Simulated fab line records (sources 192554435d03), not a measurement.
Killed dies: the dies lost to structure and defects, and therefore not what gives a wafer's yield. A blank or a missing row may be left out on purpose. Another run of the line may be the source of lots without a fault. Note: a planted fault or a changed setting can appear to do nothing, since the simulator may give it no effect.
Chamber matching + flow n5Finfet + N5_BEOL_M10_ETCH_62 on rieDiel-01: 4 sister chambers
The step etches SOC in N2/H2, target depth 110 nm, overetch 22 nm, time 165 s. 16 wafers are shown with their chamber, then 8 later ones without.

WAFERS PAIRED WITH THEIR CHAMBERS
| wafer  | chamber | showerheadPlenumPTorr (Torr) | throttleValvePct (%) | rfVppV (V) |
|--------|---------|------------------------------|----------------------|------------|
| L074.2 | 3       | 2.47                         | 17.78                | 522.3      |
| L074.4 | 0       | 2.46                         | 17.46                | 522.4      |
| L074.5 | 2       | 2.52                         | 18.45                | 522.5      |
| L079.1 | 3       | 2.47                         | 17.77                | 520.9      |
| L079.4 | 2       | 2.52                         | 18.47                | 523.0      |
| L079.6 | 3       | 2.47                         | 17.79                | 522.6      |
| L076.1 | 3       | 2.47                         | 17.80                | 522.9      |
| L076.2 | 1       | 2.58                         | 17.56                | 524.4      |
| L076.3 | 0       | 2.46                         | 17.46                | 522.1      |
| L083.1 | 1       | 2.57                         | 17.56                | 524.9      |
| L083.3 | 3       | 2.46                         | 17.81                | 522.3      |
| L083.6 | 3       | 2.46                         | 17.80                | 520.6      |
| L085.4 | 1       | 2.57                         | 17.56                | 524.2      |
| L085.5 | 0       | 2.45                         | 17.51                | 520.5      |
| L085.6 | 3       | 2.46                         | 17.82                | 521.4      |
| L088.1 | 2       | 2.51                         | 18.06                | 522.9      |

SIGNATURES (means of the wafers above)
| reading               | chamber 0 | chamber 1 | chamber 2 | chamber 3 | scatter within a chamber |
|-----------------------|-----------|-----------|-----------|-----------|--------------------------|
| showerheadPlenumPTorr | 2.4567    | 2.5733    | 2.5167    | 2.4657    | 0.00556                  |
| throttleValvePct      | 17.4767   | 17.5600   | 18.3267   | 17.7957   | 0.0959                   |
| rfVppV                | 521.667   | 524.500   | 522.800   | 521.857   | 0.776                    |
Rule: for a wafer and a chamber, the distance is found by dividing, reading by reading, the gap between the wafer's reading and the chamber's mean by the reading's scatter, squaring, summing and taking the root. The wafer belongs to the nearest chamber; if the next one is less than 2 further off, it can't be placed. The scatter is the square root of a quotient: the sum, over the shown wafers, of each reading's squared deviation from its chamber's mean, divided by wafers minus chambers.

WAFERS WITHOUT THEIR CHAMBER
| wafer  | showerheadPlenumPTorr (Torr) | throttleValvePct (%) | rfVppV (V) |
|--------|------------------------------|----------------------|------------|
| L088.2 | 2.57                         | 17.58                | 524.6      |
| L088.6 | 2.51                         | 18.06                | 520.7      |
| L092.1 | 2.45                         | 17.87                | 522.4      |
| L092.2 | 2.45                         | 17.54                | 520.1      |
| L092.6 | 2.45                         | 17.87                | 521.9      |
| L096.1 | 2.50                         | 18.09                | 521.3      |
| L096.2 | 2.56                         | 17.60                | 524.4      |
| L096.5 | 2.50                         | 18.11                | 522.5      |

THE CHAMBER EACH PASSED THROUGH
| wafer  | from the rows above     | in truth |
|--------|-------------------------|----------|
| L088.2 | 1                       | 1        |
| L088.6 | 2                       | 2        |
| L092.1 | can't be placed: 3 or 0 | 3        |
| L092.2 | 0                       | 0        |
| L092.6 | can't be placed: 3 or 0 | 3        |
| L096.1 | 2                       | 2        |
| L096.2 | 1                       | 1        |
| L096.5 | 2                       | 2        |
Correctly placed: 6 of 8. Can't be placed from these rows: 2 (the true chamber is among the candidates in 2). Wrongly placed: 0.
